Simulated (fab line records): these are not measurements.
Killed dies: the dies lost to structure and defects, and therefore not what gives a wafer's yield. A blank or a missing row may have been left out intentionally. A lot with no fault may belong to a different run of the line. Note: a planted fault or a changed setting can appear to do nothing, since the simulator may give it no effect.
Chamber matching ; flow nand-harc ; NHARC_A_CHANNEL_FILL_D1_STRIP_28 on rie-diel-01 has 4 sister chambers
The step strips in O2, time 20 s. 20 wafers are shown with their chamber, then 10 later ones without.

## WAFERS PAIRED WITH THEIR CHAMBERS
wafer;chamber;showerhead-plenum-p-Torr (Torr);drypump-motor-current-A (A);oes-product-au (a.u.)
L077.2;3;3.57;5.2;1.011
L077.4;2;3.54;5.3;0.996
L077.5;2;3.54;5.3;0.991
L081.1;3;3.57;5.3;1.008
L081.3;2;3.54;5.4;0.998
L081.5;2;3.54;5.4;0.997
L084.1;1;3.71;5.7;0.993
L084.2;2;3.54;5.4;0.997
L084.5;1;3.71;5.7;0.997
L083.1;0;3.77;4.9;0.996
L083.4;3;3.56;5.3;1.016
L083.6;2;3.54;5.3;1.007
L086.1;1;3.71;5.7;0.994
L086.2;0;3.77;4.9;0.986
L086.4;3;3.56;5.3;1.001
L087.2;1;3.71;5.7;1.001
L087.3;3;3.56;5.3;1.008
L087.4;0;3.77;5.0;0.992
L089.2;1;3.71;5.7;1.001
L089.4;2;3.54;5.4;1.004

SIGNATURES, as means of the wafers listed above
reading;chamber 0;chamber 1;chamber 2;chamber 3;scatter within a chamber
showerhead-plenum-p-Torr;3.7700;3.7100;3.5400;3.5640;0.00274
drypump-motor-current-A;4.933;5.700;5.357;5.280;0.0446
oes-product-au;0.99133;0.99720;0.99857;1.00880;0.00497
Rule: for a wafer and a chamber, the distance is found by dividing, reading by reading, the gap between the wafer's reading and the chamber's mean by the reading's scatter, squaring, summing and taking the root. The wafer belongs to the nearest chamber; if the next one is less than 2 further off, it can't be placed. The scatter: take each reading less its chamber's mean, square it, sum over the shown wafers, divide by the number of wafers less the number of chambers, and take the root.

## WAFERS WITH NO CHAMBER GIVEN
wafer;showerhead-plenum-p-Torr (Torr);drypump-motor-current-A (A);oes-product-au (a.u.)
L089.5;3.71;5.7;1.002
L091.1;3.54;5.3;1.012
L091.4;3.71;5.7;1.007
L091.5;3.54;5.4;1.011
L092.1;3.71;5.7;1.004
L092.3;3.56;5.3;1.002
L092.5;3.77;4.9;0.989
L096.1;3.56;5.3;0.994
L096.2;3.54;5.4;0.997
L096.3;3.77;4.9;0.995

## WHICH CHAMBER EACH WENT THROUGH
wafer;from the rows above;in truth
L089.5;1;1
L091.1;2;2
L091.4;1;1
L091.5;2;2
L092.1;1;1
L092.3;3;3
L092.5;0;0
L096.1;3;3
L096.2;2;2
L096.3;0;0
10 of 10 placed correctly. Number that these rows cannot place: 0. 0 placed wrongly.
